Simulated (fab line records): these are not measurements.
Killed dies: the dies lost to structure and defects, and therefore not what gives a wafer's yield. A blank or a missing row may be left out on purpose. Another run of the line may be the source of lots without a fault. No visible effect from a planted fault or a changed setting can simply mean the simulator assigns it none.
Matching of chambers    flow n5Finfet    N5_BEOL_M3_CO_CAP_55 on cvdCo-01: 3 sister chambers
The step material Co, precursor CCTBA/H2, target thk 2 nm, time 102.1 s. 3 wafers are shown with their chamber, then 12 later ones without.

## EACH WAFER AND ITS CHAMBER
wafer   chamber  heaterPowerW (W)
L084.6  2        199
L088.2  0        293
L088.5  1        287

## WAFERS WITH NO CHAMBER GIVEN
wafer   heaterPowerW (W)
L089.1  287
L089.5  196
L089.6  286
L091.2  197
L091.3  288
L091.4  201
L094.2  290
L094.5  288
L094.6  286
L093.2  198
L093.4  284
L093.6  199

## WHICH CHAMBER EACH ONE RAN IN
wafer    from the rows above       in truth
L089.1   1                         1
L089.5   2                         2
L089.6   1                         1
L091.2   2                         2
L091.3   1                         1
L091.4   2                         2
L094.2   can't be placed: 0 or 1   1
L094.5   1                         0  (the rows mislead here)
L094.6   1                         1
L093.2   2                         2
L093.4   1                         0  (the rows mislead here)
L093.6   2                         2
Correctly placed: 9 of 12. From these rows, 1 cannot be placed; in 1 the true chamber is one of the candidates. 2 placed wrongly.
How it was worked out, from the rows above alone: a wafer's distance from a chamber is the root of the sum, over the readings, of the square of ((its reading less the chamber's mean) divided by the reading's scatter). The wafer belongs to the nearest chamber; if the next one is less than 2 further off, it can't be placed. A chamber's mean is the mean of its shown wafers. The scatter: with one shown wafer a chamber, the root of the mean of the squares of how far each hidden wafer lies from its nearest shown one.
